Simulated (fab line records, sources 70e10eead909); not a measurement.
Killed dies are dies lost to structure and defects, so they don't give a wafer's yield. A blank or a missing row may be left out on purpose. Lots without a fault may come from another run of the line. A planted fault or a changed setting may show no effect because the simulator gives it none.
Chamber matching | flow nand_harc | NHARC_A_M0_PRE_CLEAN_31 on pecvd-01: 3 sister chambers
The step time 12 s. 3 wafers are shown with their chamber, then 10 later ones without.

WAFERS WITH THEIR CHAMBER
wafer  | chamber | heater_power_w (W)
L092.1 | 2       | 510
L092.2 | 1       | 657
L092.4 | 0       | 866

WAFERS WITHOUT THEIR CHAMBER
wafer  | heater_power_w (W)
L092.5 | 502
L094.1 | 620
L094.2 | 818
L094.3 | 567
L094.4 | 823
L094.5 | 618
L094.6 | 583
L096.1 | 500
L096.2 | 612
L096.3 | 872

WHICH CHAMBER EACH WENT THROUGH
wafer  | from the rows above     | in truth
L092.5 | 2                       | 2
L094.1 | can't be placed: 1 or 2 | 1
L094.2 | 0                       | 0
L094.3 | can't be placed: 2 or 1 | 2
L094.4 | 0                       | 0
L094.5 | can't be placed: 1 or 2 | 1
L094.6 | can't be placed: 2 or 1 | 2
L096.1 | 2                       | 2
L096.2 | can't be placed: 1 or 2 | 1
L096.3 | 0                       | 0
Placed correctly: 5 of 10. Can't be placed from these rows: 5 (the true chamber is among the candidates in 5). Placed wrongly: 0.
How it was worked out, from the rows above alone: a wafer's distance from a chamber is the root of the sum, over the readings, of the square of ((its reading less the chamber's mean) divided by the reading's scatter). The wafer belongs to the nearest chamber; if the next one is less than 2 further off, it can't be placed. A chamber's mean is the mean of its shown wafers. The scatter: with one shown wafer a chamber, the root of the mean of the squares of how far each hidden wafer lies from its nearest shown one.
